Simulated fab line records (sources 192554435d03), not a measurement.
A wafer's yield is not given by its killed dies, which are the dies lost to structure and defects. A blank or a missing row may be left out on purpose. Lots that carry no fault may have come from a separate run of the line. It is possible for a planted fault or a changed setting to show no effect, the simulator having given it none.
Which tool did it? -- flow n5_finfet -- 10 lots, 29 wafers sampled, at 3 steps of a route of 1938

WHAT THE GAUGES SHOWED, per wafer
N5_BEOL_M10_CD_MEAS_18: pitch 140 nm, target cd 70 nm. Usual: cd_nm 70.0 nm, standard deviation 0.49.
lot,measured,on,cd_nm (nm),flag
L687,day 9 22:52,cd_sem-01,70.0 70.8 69.8,
L688,day 10 19:07,cd_sem-01,69.4 68.9 69.4,
L692,day 11 05:59,cd_sem-01,70.1 70.4 69.9,
L690,day 11 08:56,cd_sem-01,69.8 70.3 70.5,
L693,day 11 16:55,cd_sem-01,69.6 69.9 69.5,
L696,day 12 19:52,cd_sem-03,70.4 70.2 69.1,
L697,day 13 05:27,cd_sem-02,69.8 69.4 70.0,
L698,day 13 13:22,cd_sem-02,69.7 69.8 69.3,
L700,day 13 16:37,cd_sem-01,69.8 71.4 70.4,
L709,day 15 19:07,cd_sem-03,70.0 70.0,

TOOL THAT RAN EACH LOT (tool first, then ch and the chambers of the sampled wafers, then the start)
lot,N5_BEOL_M10_DESCUM_16,N5_BEOL_M10_STRIP_67
L687,"rie_diel-05 ch 2,3, day 9 22:22","rie_diel-05 ch 2,3, day 9 22:36"
L688,"rie_diel-05 ch 0,1,3, day 10 18:38","rie_diel-05 ch 0,1,3, day 10 18:52"
L692,"rie_diel-02 ch 0,1,2, day 11 05:32","rie_diel-02 ch 0,1,2, day 11 05:46"
L690,"rie_diel-02 ch 1,2,3, day 11 08:28","rie_diel-02 ch 1,2,3, day 11 08:43"
L693,"rie_diel-02 ch 0,1,3, day 11 16:27","rie_diel-02 ch 0,1,3, day 11 16:41"
L696,"rie_diel-06 ch 2,3, day 12 19:25","rie_diel-06 ch 2,3, day 12 19:38"
L697,"rie_diel-05 ch 0,2,3, day 13 05:00","rie_diel-05 ch 0,2,3, day 13 05:14"
L698,"rie_diel-02 ch 1,2,3, day 13 12:55","rie_diel-02 ch 1,2,3, day 13 13:08"
L700,"rie_diel-06 ch 0,1,3, day 13 16:06","rie_diel-06 ch 0,1,3, day 13 16:20"
L709,"rie_diel-06 ch 1,3, day 15 18:36","rie_diel-06 ch 1,3, day 15 18:50"
- N5_BEOL_M10_DESCUM_16: chemistry O2, time 7.9 s.
- N5_BEOL_M10_STRIP_67: strips in CF4.

AS READ BY THE TOOLS THEMSELVES (means over the sampled wafers that have a number; for cases with no such wafer, the mark the record gives instead)
N5_BEOL_M10_DESCUM_16. Usual: drypump_motor_current_A 5.8 A, standard deviation 0.44; oes_product_au 0.80 a.u., standard deviation 0.093; rf_vpp_V 243.5 V, standard deviation 1.4; showerhead_plenum_p_Torr 2.12 Torr, standard deviation 0.073; throttle_valve_pct 20.38 %, standard deviation 0.23.
lot,tool,drypump_motor_current_A (A),oes_product_au (a.u.),rf_vpp_V (V),showerhead_plenum_p_Torr (Torr),throttle_valve_pct (%),flag
L687,rie_diel-05,5.3,0.81,245.2,2.20,20.32,
L688,rie_diel-05,5.3,0.78,243.3,2.10,20.39,
L692,rie_diel-02,6.3,0.74,243.3,2.15,20.31,
L690,rie_diel-02,6.1,0.82,243.1,2.14,20.27,
L693,rie_diel-02,6.2,0.82,244.1,2.11,20.21,
L696,rie_diel-06,5.5,0.78,243.1,2.13,20.50,
L697,rie_diel-05,5.4,0.79,244.7,2.13,20.29,
L698,rie_diel-02,6.1,0.79,243.9,2.14,20.30,
L700,rie_diel-06,5.8,0.87,244.8,2.16,20.49,
L709,rie_diel-06,5.8,0.82,245.3,2.20,20.48,

N5_BEOL_M10_STRIP_67. Usual: drypump_motor_current_A 5.8 A, standard deviation 0.44; oes_product_au 0.80 a.u., standard deviation 0.088; rf_vpp_V 271.6 V, standard deviation 1.6; showerhead_plenum_p_Torr 1.81 Torr, standard deviation 0.062; throttle_valve_pct 13.54 %, standard deviation 0.23.
lot,tool,drypump_motor_current_A (A),oes_product_au (a.u.),rf_vpp_V (V),showerhead_plenum_p_Torr (Torr),throttle_valve_pct (%),flag
L687,rie_diel-05,5.3,0.82,273.3,1.89,13.50,
L688,rie_diel-05,5.3,0.79,271.3,1.81,13.61,
L692,rie_diel-02,6.3,0.75,271.8,1.83,13.51,
L690,rie_diel-02,6.1,0.82,272.5,1.83,13.42,
L693,rie_diel-02,6.2,0.82,270.9,1.81,13.37,
L696,rie_diel-06,5.5,0.77,271.6,1.82,13.64,
L697,rie_diel-05,5.4,0.78,271.8,1.83,13.51,
L698,rie_diel-02,6.1,0.80,272.7,1.83,13.46,
L700,rie_diel-06,5.8,0.87,272.3,1.85,13.55,
L709,rie_diel-06,5.8,0.82,272.1,1.88,13.63,

THE ANSWER, worked out from the rows above alone
Rule: a lot counts as off when the mean over its wafers that have a number is more than 3 standard deviations away from the usual mean. Also off: a lot with no number at a reading for which 4 or more lots have one. Any other lot the step has rows for is counted as sound. The gauges are gone through in route order, then the tools' own readings, and for those a lot's mean is taken as printed above. The first step at which some lot is off is used, and at that step the reading that is off furthest; a lot without a number counts as furthest.
Across all readings shown, no lot is off: no conclusion can be drawn from this.

WHAT WAS PUT IN BY THE SIMULATOR
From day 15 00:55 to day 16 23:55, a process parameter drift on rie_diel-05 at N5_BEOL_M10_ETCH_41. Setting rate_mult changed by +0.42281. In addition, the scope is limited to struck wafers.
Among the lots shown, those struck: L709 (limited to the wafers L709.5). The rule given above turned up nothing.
